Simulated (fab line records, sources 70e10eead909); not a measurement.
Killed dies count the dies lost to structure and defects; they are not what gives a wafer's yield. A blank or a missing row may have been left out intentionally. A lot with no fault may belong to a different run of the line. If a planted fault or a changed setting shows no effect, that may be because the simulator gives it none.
Matching of chambers	flow nand harc	4 sister chambers for NHARC_A_M0_CMP_23 on cmp-02
The step polishes, t overpolish 20 s, target thk 113.75 nm. 4 wafers are shown with their chamber, then 7 later ones without.

## WAFERS PAIRED WITH THEIR CHAMBERS
wafer	chamber	motor current A (A)
L691.5	3	10.8
L694.2	0	11.1
L696.3	1	13.1
L696.5	2	12.4

## WAFERS WITH NO CHAMBER GIVEN
wafer	motor current A (A)
L696.6	13.1
L699.1	11.1
L699.3	12.5
L699.5	12.0
L700.1	10.4
L700.3	13.2
L700.6	12.5

## WHICH CHAMBER EACH WENT THROUGH
wafer	from the rows above	in truth
L696.6	1	1
L699.1	can't be placed: 0 or 3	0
L699.3	2	2
L699.5	2	2
L700.1	can't be placed: 3 or 0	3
L700.3	1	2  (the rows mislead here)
L700.6	2	2
Correctly placed: 4 of 7. Can't be placed from these rows: 2 (the true chamber is among the candidates in 2). Wrongly placed: 1.
How it was worked out, from the rows above alone: a wafer's distance from a chamber is the root of the sum, over the readings, of the square of ((its reading less the chamber's mean) divided by the reading's scatter). The wafer belongs to the nearest chamber; if the next one is less than 2 further off, it can't be placed. A chamber's mean is the mean of its shown wafers. The scatter (one wafer shown for each chamber): square how far every hidden wafer sits from the nearest shown wafer, average those squares and take the square root.
